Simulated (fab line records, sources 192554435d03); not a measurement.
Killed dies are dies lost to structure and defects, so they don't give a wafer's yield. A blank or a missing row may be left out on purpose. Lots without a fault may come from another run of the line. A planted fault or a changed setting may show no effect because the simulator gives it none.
Chamber matching | flow n5_finfet | N5_BEOL_M1_ALD_84 on ald_metal-03: 4 sister chambers
The step deposits TaN, pulse time 2 s, purge time 3 s, co reactant purge time 2 s. 8 wafers are shown with their chamber, then 12 later ones without.

WAFERS WITH THEIR CHAMBER
wafer  | chamber | heater_power_w (W) | mfc_carrier_sccm (sccm)
L085.3 | 2       | 430                | 1504
L087.6 | 0       | 505                | 1514
L086.1 | 0       | 495                | 1500
L086.3 | 2       | 424                | 1498
L086.5 | 1       | 383                | 1509
L089.1 | 3       | 457                | 1495
L089.3 | 1       | 391                | 1497
L089.6 | 3       | 461                | 1500

WAFERS WITHOUT THEIR CHAMBER
wafer  | heater_power_w (W) | mfc_carrier_sccm (sccm)
L091.1 | 460                | 1508
L091.4 | 424                | 1495
L091.6 | 434                | 1505
L088.3 | 394                | 1501
L088.5 | 390                | 1496
L088.6 | 490                | 1502
L090.1 | 426                | 1498
L090.3 | 466                | 1495
L090.5 | 461                | 1494
L096.1 | 391                | 1495
L096.3 | 416                | 1500
L096.4 | 468                | 1503

WHICH CHAMBER EACH WENT THROUGH
wafer  | from the rows above | in truth
L091.1 | 3                   | 3
L091.4 | 2                   | 2
L091.6 | 2                   | 2
L088.3 | 1                   | 1
L088.5 | 1                   | 1
L088.6 | 0                   | 0
L090.1 | 2                   | 2
L090.3 | 3                   | 3
L090.5 | 3                   | 3
L096.1 | 1                   | 1
L096.3 | 2                   | 2
L096.4 | 3                   | 3
Placed correctly: 12 of 12. Can't be placed from these rows: 0. Placed wrongly: 0.
How it was worked out, from the rows above alone: a wafer's distance from a chamber is the root of the sum, over the readings, of the square of ((its reading less the chamber's mean) divided by the reading's scatter). The wafer belongs to the nearest chamber; if the next one is less than 2 further off, it can't be placed. A chamber's mean is the mean of its shown wafers. The scatter: the root of (the sum of the squares of (reading less its chamber's mean) over the shown wafers, divided by (wafers less chambers)).
